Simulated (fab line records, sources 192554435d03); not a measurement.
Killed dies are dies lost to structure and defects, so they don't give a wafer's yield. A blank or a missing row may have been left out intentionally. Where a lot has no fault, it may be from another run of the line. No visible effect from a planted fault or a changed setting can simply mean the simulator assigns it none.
Matching of chambers	flow n5 finfet	4 sister chambers for N5_MOL_CONTACT_COAG_ALD_123 on ald sin-04
The step deposits SiNx, target thk 5 nm, pulse time 1 s, purge time 2 s. 16 wafers are shown with their chamber, then 8 later ones without.

== WAFERS PAIRED WITH THEIR CHAMBERS ==
wafer	chamber	heater power w (W)	precursor pulse height rel
L074.2	0	1037	1.039
L074.4	3	973	1.005
L074.5	0	1053	0.976
L075.1	3	955	0.997
L075.2	1	819	1.021
L075.5	2	925	1.024
L079.2	3	926	1.011
L079.3	1	829	0.974
L079.6	2	924	1.015
L084.2	1	792	0.991
L084.3	0	1014	0.971
L084.4	0	1039	0.953
L085.1	0	1063	0.973
L085.4	2	922	0.986
L085.5	3	967	1.023
L086.1	0	1048	0.990

SIGNATURES, as means of the wafers listed above
reading	chamber 0	chamber 1	chamber 2	chamber 3	scatter within a chamber
heater power w	1042.33	813.33	923.67	955.25	17
precursor pulse height rel	0.98367	0.99533	1.00833	1.00900	0.0236
Rule: distance of a wafer from a chamber = root of the sum over the readings of ((wafer's reading minus chamber's mean) / reading's scatter) squared. If the next closest chamber is less than 2 further off than the closest, the wafer can't be placed; otherwise it belongs to the closest. The scatter is the square root of a quotient: the sum, over the shown wafers, of each reading's squared deviation from its chamber's mean, divided by wafers minus chambers.

== WAFERS WITH NO CHAMBER GIVEN ==
wafer	heater power w (W)	precursor pulse height rel
L086.2	798	1.002
L086.6	924	0.983
L092.2	1029	0.990
L092.4	854	1.017
L092.6	843	1.027
L093.2	1020	1.008
L093.3	913	1.034
L093.5	946	0.996

== WHICH CHAMBER EACH WENT THROUGH ==
wafer	from the rows above	in truth
L086.2	1	1
L086.6	can't be placed: 2 or 3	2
L092.2	0	0
L092.4	can't be placed: 1 or 2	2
L092.6	1	1
L093.2	0	0
L093.3	can't be placed: 2 or 3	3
L093.5	can't be placed: 3 or 2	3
Placed correctly: 4 of 8. From these rows, 4 cannot be placed; in 4 the true chamber is one of the candidates. Number placed wrongly: 0.
